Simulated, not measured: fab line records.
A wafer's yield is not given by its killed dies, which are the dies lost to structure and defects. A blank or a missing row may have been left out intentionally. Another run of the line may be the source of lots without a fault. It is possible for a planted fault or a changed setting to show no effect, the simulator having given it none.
fab line records	flow nandHarc
record: lots: 11	wafers: 33	lastDay: 33
route steps=1302 shown P_ZERO_WELL@16 P_GATE@155
lots with no fault: from the same line, run without faults
startH: the number of hours between the record's first day and the start of the first shown wafer of the lot	waitH: how many hours have passed since the lot's step before this one	" repeats the value in the row above	L1.1+2: several wafers, shown together as one row	- value missing, or start not given	* or withheld: withheld	< > ~ a bound
route shown NAME@n: NAME is a module with steps in the file, n the number in the route of the first one	usual: average and standard deviation across the fault-free wafers	same: alike in all rows	chamber/n: place in a boat	sites: each site's reading	_std_site: the values' standard deviation	_edge_site: inner sites' mean taken away from outer sites' mean	radiusMm: how far each site lies from the wafer's centre	mask NAME#n: copy n	behind: tool/chamber where the wafer was last shaped	hold: the reason the lot was held/the length of the hold in hours/how it ended	device: which transistor (n, p or np) failed to switch	end of line: tests of these same wafers at the route's end	a step given without rows: its recipe and nothing more	killed: dies lost to structure and defects at the first sort, not the wafer's yield	map: the dies of a wafer, with x for killed, . for not killed, _ for no die there
set.NAME: the run value of the setting; set.NAME@STEP: its run value at that earlier step	model.NAME: the simulator's own value behind a step, which no gauge read
a sample of lots followed through the steps of the route, with each step as a table and each wafer as a row
services: when a tool's chamber went out of use (startH, in hours from the record's first day, below 0 if earlier), for how many hours, and the reason
== steps ==
step: NHARC_P_ZERO_WELL_DESCUM_13
recipe: timeS: 3	o2FlowSccm: 200	arFlowSccm: 0	biasPowerW: 0	chemistry: O2
usual: drypumpMotorCurrentA: 5.72/0.29	oesProductAu: 1.000/0.012	rfVppV: 57.9/0.9	showerheadPlenumPTorr: 1.96/0.09	throttleValvePct: 11.312/0.0086
lot.wafer	tool	chamber	startH	waitH	drypumpMotorCurrentA	oesProductAu	rfHoursCounterH	rfVppV	showerheadPlenumPTorr	throttleValvePct
L492.3	rieDiel-04	0	21.41	-	5.79	1.002	5	58.2	2.08	11.321
L492.4	"	3	"	"	5.61	1.003	5	57.0	1.99	11.313
L492.5	"	0	"	"	5.73	1.001	-	57.8	2.08	11.309
L493.1	rieDiel-07	3	31.97	-	5.41	0.993	30	56.6	1.78	11.321
L493.2	"	0	"	"	5.17	1.007	28	57.6	2.01	11.317
L493.5	"	2	"	"	5.13	1.002	-	56.7	1.88	11.298
L497.4	rieDiel-04	0	71.53	-	5.72	1.000	14	57.8	2.07	11.313
L497.6	"	0	"	"	5.78	1.004	-	58.0	2.07	11.318
L497.5	"	1	"	"	5.48	0.997	-	59.8	2.05	11.319
L498.3	rieDiel-07	2	81.30	-	5.15	0.988	46	56.0	1.87	11.319
L498.6	"	3	"	"	5.39	0.986	-	57.4	1.78	11.318
L498.4	"	2	"	"	5.17	1.002	-	57.7	1.87	11.316
L499.4	rieDiel-04	1	91.45	-	5.47	0.998	26	57.4	2.05	11.320
L499.1	"	2	"	"	5.61	1.019	30	56.7	1.97	11.313
L499.5	"	3	"	"	5.60	1.012	-	57.6	1.98	11.315
L503.3	rieDiel-04	3	131.28	-	5.65	1.002	46	59.7	1.97	11.313
L503.2	"	0	"	"	5.78	1.013	38	59.1	2.06	11.322
L503.6	"	2	"	"	5.69	1.001	-	58.8	1.97	11.307
L504.4	rieDiel-01	3	141.40	-	6.32	1.015	37	58.7	1.94	11.305
L504.1	"	1	"	"	6.24	0.985	35	56.8	1.80	11.311
L504.6	"	3	"	"	6.33	1.015	-	58.4	1.94	11.317
L506.4	rieDiel-04	0	161.42	-	5.82	1.003	48	58.8	2.06	11.288
L506.6	"	1	"	"	5.47	0.995	-	59.2	2.04	11.313
L506.5	"	2	"	"	5.66	0.998	-	57.1	1.96	11.324
L511.1	rieDiel-07	1	211.35	-	5.86	1.015	27	57.9	2.07	11.318
L511.4	"	3	"	"	5.38	0.989	33	58.7	2.07	11.314
L511.5	"	1	"	"	5.89	1.018	-	58.4	2.07	11.321
L512.3	rieDiel-04	3	221.29	-	5.62	1.002	11	57.8	1.96	11.306
L512.6	"	3	"	"	5.63	1.004	-	56.5	1.96	11.315
L512.5	"	0	"	"	5.78	0.998	-	57.2	2.05	11.299
L514.2	rieDiel-04	1	241.27	-	5.46	0.982	18	58.2	2.04	11.307
L514.1	"	2	"	"	5.65	0.992	16	56.9	1.96	11.299
L514.5	"	2	"	"	5.68	0.999	-	58.0	1.96	11.324
step: NHARC_P_ZERO_WELL_EXPOSE_34
recipe: na: 0.6	targetCdNm: 720	doseMj: 22.31	maskId: P_PWELL
usual: focusOffsetNm: 0.0/0.5
lot.wafer	tool	chamber	startH	waitH	mask	focusOffsetNm
L492.3	krfScanner-03	0	23.86	-	P_PWELL#0	-0.4
L492.4	"	0	"	"	P_PWELL#0	-0.6
L492.5	"	0	"	"	P_PWELL#0	0.1
L493.1	krfScanner-01	0	34.69	-	P_PWELL#0	0.5
L493.2	"	0	"	"	P_PWELL#0	0.4
L493.5	"	0	"	"	P_PWELL#0	0.2
L497.4	krfScanner-01	0	74.09	-	P_PWELL#0	0.5
L497.5	"	0	"	"	P_PWELL#0	0.3
L497.6	"	0	"	"	P_PWELL#0	0.5
L498.3	krfScanner-01	0	83.89	-	P_PWELL#0	0.3
L498.4	"	0	"	"	P_PWELL#0	0.4
L498.6	"	0	"	"	P_PWELL#0	-0.6
L499.1	krfScanner-04	0	94.41	-	P_PWELL#0	-0.1
L499.4	"	0	"	"	P_PWELL#0	0.3
L499.5	"	0	"	"	P_PWELL#0	0.4
L503.2	krfScanner-04	0	133.94	-	P_PWELL_R1#0	0.0
L503.3	"	0	"	"	P_PWELL_R1#0	0.3
L503.6	"	0	"	"	P_PWELL_R1#0	-0.3
L504.1	krfScanner-04	0	143.97	-	P_PWELL#0	0.1
L504.4	"	0	"	"	P_PWELL#0	-0.6
L504.6	"	0	"	"	P_PWELL#0	-0.1
L506.4	krfScanner-04	0	163.87	-	P_PWELL#0	-0.3
L506.5	"	0	"	"	P_PWELL#0	0.9
L506.6	"	0	"	"	P_PWELL#0	0.1
L511.1	krfScanner-04	0	214.32	-	P_PWELL#0	0.2
L511.4	"	0	"	"	P_PWELL#0	0.0
L511.5	"	0	"	"	P_PWELL#0	-0.3
L512.3	krfScanner-03	0	223.86	-	P_PWELL#0	-0.4
L512.5	"	0	"	"	P_PWELL#0	0.3
L512.6	"	0	"	"	P_PWELL#0	-0.4
L514.1	krfScanner-03	0	243.81	-	P_PWELL#0	-0.5
L514.2	"	0	"	"	P_PWELL#0	0.3
L514.5	"	0	"	"	P_PWELL#0	-0.3
step: NHARC_P_ZERO_WELL_CD_MEAS_37
recipe: targetCdNm: 720	landingEnergyEv: 500
usual: cdNm: 720.0/1.8
same: landingEnergyEv: 500
lot.wafer	tool	chamber	startH	waitH	cdNm
L492.3	cdSem-01	0	24.01	-	718.3
L492.4	"	0	"	"	718.1
L492.5	"	0	"	"	722.0
L493.1	cdSem-03	0	34.85	-	717.5
L493.2	"	0	"	"	719.4
L493.5	"	0	"	"	722.2
L497.4	cdSem-03	0	74.23	-	722.8
L497.5	"	0	"	"	722.0
L497.6	"	0	"	"	719.5
L498.3	cdSem-01	0	84.04	-	719.8
L498.4	"	0	"	"	719.3
L498.6	"	0	"	"	719.8
L499.1	cdSem-02	0	94.57	-	717.0
L499.4	"	0	"	"	718.7
L499.5	"	0	"	"	717.2
L503.2	cdSem-02	0	134.09	-	758.7
L503.3	"	0	"	"	758.4
L503.6	"	0	"	"	759.8
L504.1	cdSem-01	0	144.13	-	717.9
L504.4	"	0	"	"	718.6
L504.6	"	0	"	"	718.7
L506.4	cdSem-03	0	164.02	-	721.5
L506.5	"	0	"	"	722.8
L506.6	"	0	"	"	721.4
L511.1	cdSem-03	0	214.48	-	718.8
L511.4	"	0	"	"	718.7
L511.5	"	0	"	"	719.6
L512.3	cdSem-03	0	224.01	-	723.5
L512.5	"	0	"	"	721.9
L512.6	"	0	"	"	721.5
L514.1	cdSem-03	0	243.97	-	719.5
L514.2	"	0	"	"	720.6
L514.5	"	0	"	"	718.8
step: NHARC_P_ZERO_WELL_RTA_42
recipe: tempC: 1100	timeS: 300
usual: lampPowerPct: 38.4/2.2	lamp_zone_5_pct: 38.4/2.2	wafer_temp_C_max: 1104.6/1.3
lot.wafer	tool	chamber	startH	waitH	lampPowerPct	lamp_zone_5_pct	wafer_temp_C_max
L492.3	rtpAnneal-01	0	26.89	-	40.5	40.5	1104.4
L492.4	"	0	"	"	40.6	40.6	1104.2
L492.5	"	0	"	"	40.7	40.6	1104.1
L493.1	rtpAnneal-02	0	37.66	-	36.1	36.1	1106.2
L493.2	"	0	"	"	36.2	36.1	1106.6
L493.5	"	0	"	"	36.2	36.2	1106.1
L497.4	rtpAnneal-02	0	77.35	-	36.1	36.2	1106.6
L497.5	"	0	"	"	36.3	36.2	1105.2
L497.6	"	0	"	"	36.2	36.1	1104.2
L498.3	rtpAnneal-02	0	87.12	-	36.2	36.2	1107.7
L498.4	"	0	"	"	36.2	36.2	1106.1
L498.6	"	0	"	"	36.2	36.2	1106.5
L499.1	rtpAnneal-01	0	97.36	-	40.6	40.6	1103.3
L499.4	"	0	"	"	40.6	40.7	1102.6
L499.5	"	0	"	"	40.6	40.7	1102.2
L503.2	rtpAnneal-01	0	136.97	-	40.5	40.5	1104.0
L503.3	"	0	"	"	40.6	40.5	1104.2
L503.6	"	0	"	"	40.5	40.5	1105.1
L504.1	rtpAnneal-01	0	146.91	-	40.6	40.6	1103.6
L504.4	"	0	"	"	40.6	40.6	1103.5
L504.6	"	0	"	"	40.7	40.5	1103.8
L506.4	rtpAnneal-02	0	167.13	-	36.2	36.1	1106.5
L506.5	"	0	"	"	36.2	36.1	1108.0
L506.6	"	0	"	"	36.2	36.1	1105.7
L511.1	rtpAnneal-01	0	217.16	-	40.6	40.6	1104.1
L511.4	"	0	"	"	40.6	40.6	1104.2
L511.5	"	0	"	"	40.7	40.5	1103.4
L512.3	rtpAnneal-01	0	227.00	-	40.6	40.6	1105.3
L512.5	"	0	"	"	40.6	40.6	1103.8
L512.6	"	0	"	"	40.6	40.6	1104.4
L514.1	rtpAnneal-02	0	246.74	-	36.1	36.2	1105.4
L514.2	"	0	"	"	36.1	36.1	1106.0
L514.5	"	0	"	"	36.1	36.1	1105.9
step: NHARC_P_GATE_ALD_36
recipe: targetThkA: 200	pulseTimeS: 60	aldCycles: 223	tempC: 400	material: SiNx
usual: heaterPowerW: 840/59	precursorPulseHeightRel: 1.001/0.02
lot.wafer	tool	chamber	startH	waitH	heaterPowerW	precursorPulseHeightRel
L492.3	aldSin-04	1	96.75	-	794	0.996
L492.4	"	3	98.85	-	893	0.992
L492.5	"	1	100.94	-	808	0.986
L493.2	aldSin-02	1	112.78	-	803	0.973
L493.1	"	0	115.99	-	919	0.976
L493.5	"	2	118.12	-	806	1.010
L498.4	aldSin-04	2	157.91	-	762	0.998
L498.3	"	3	158.95	-	922	0.989
L498.6	"	1	161.05	-	788	1.040
L497.6	aldSin-01	2	157.96	-	781	0.972
L497.5	"	3	159.38	-	954	0.983
L497.4	"	1	160.80	-	850	1.010
L499.1	aldSin-02	1	172.28	-	815	0.979
L499.5	"	0	175.07	-	894	1.013
L499.4	"	1	176.47	-	796	0.983
L503.3	aldSin-04	3	211.92	-	931	1.000
L503.2	"	1	214.02	-	815	1.012
L503.6	"	3	216.12	-	933	1.024
L504.4	aldSin-01	2	216.62	-	793	1.017
L504.1	"	1	219.80	-	868	1.019
L504.6	"	3	221.92	-	940	0.994
L506.4	aldSin-04	3	248.46	-	942	0.977
L506.5	"	1	250.58	-	807	0.996
L506.6	"	2	251.65	-	781	1.000
L511.4	aldSin-04	3	293.19	-	907	1.033
L511.1	"	0	294.25	-	892	1.004
L511.5	"	3	297.41	-	883	1.003
L512.3	aldSin-02	0	294.99	-	868	1.030
L512.6	"	2	297.09	-	844	1.026
L512.5	"	3	298.14	-	746	0.958
L514.2	aldSin-04	0	323.58	-	911	1.043
L514.1	"	1	324.63	-	778	1.008
L514.5	"	2	325.67	-	756	0.994
== services ==
tool	chamber	startH	hours	kind
rieDiel-04	-	0.90	9.0	pm
aldSin-04	0	3.87	34.1	repair
krfScanner-04	-	10.00	4.0	pm
rtpAnneal-02	-	12.13	12.0	pm
krfScanner-01	-	15.23	1.9	repair
rieDiel-04	0	23.75	14.9	repair
rieDiel-04	-	26.51	0.7	repair
krfScanner-03	-	52.00	4.0	pm
aldSin-04	2	63.22	3.6	repair
krfScanner-03	-	64.92	2.5	repair
rieDiel-07	0	80.69	12.8	repair
aldSin-04	-	83.02	10.0	pm
krfScanner-03	-	84.89	5.4	repair
aldSin-04	-	107.04	0.7	repair
krfScanner-01	-	110.63	1.5	repair
rieDiel-07	-	117.20	9.0	pm
rieDiel-04	-	177.90	9.0	pm
krfScanner-04	-	182.00	4.0	pm
krfScanner-04	-	224.25	10.2	repair
rieDiel-04	-	237.96	0.3	repair
rieDiel-04	0	238.79	1.2	repair
aldSin-04	-	261.02	10.0	pm
krfScanner-04	-	262.50	8.8	repair
rieDiel-04	-	298.04	0.3	repair
== key ==
firstSign: step: NHARC_P_ZERO_WELL_EXPOSE_34	reading: mask	direction: changed
effect: step: NHARC_P_ZERO_WELL_CD_MEAS_37	reading: cdNm	direction: up	sigmas: 22	usual: 720.0	struck: 759.0
metAt NHARC_P_ZERO_WELL_EXPOSE_34
struckLots L503
testerLeftOut L503
notActingAt NHARC_P_ZERO_WELL_DESCUM_13,NHARC_P_ZERO_WELL_RTA_42,NHARC_P_GATE_ALD_36
onsetBetween 94.41 133.94
fault: kind: wrongMask	tool: any	chamber: -	onsetH: 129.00	steps: NHARC_P_ZERO_WELL_EXPOSE_34	auxCopy: P_PWELL_R1#0	cdOffsetNm: 40.218	scope: struckLotsOnly
testerLeftOut: of these lots the tester's yield and bins aren't shown, on N5 and GAA mostly nor the transistor test; their killed dies are dies lost to structure and defects alone, not to doping, threshold or leakage, so they don't give the yield
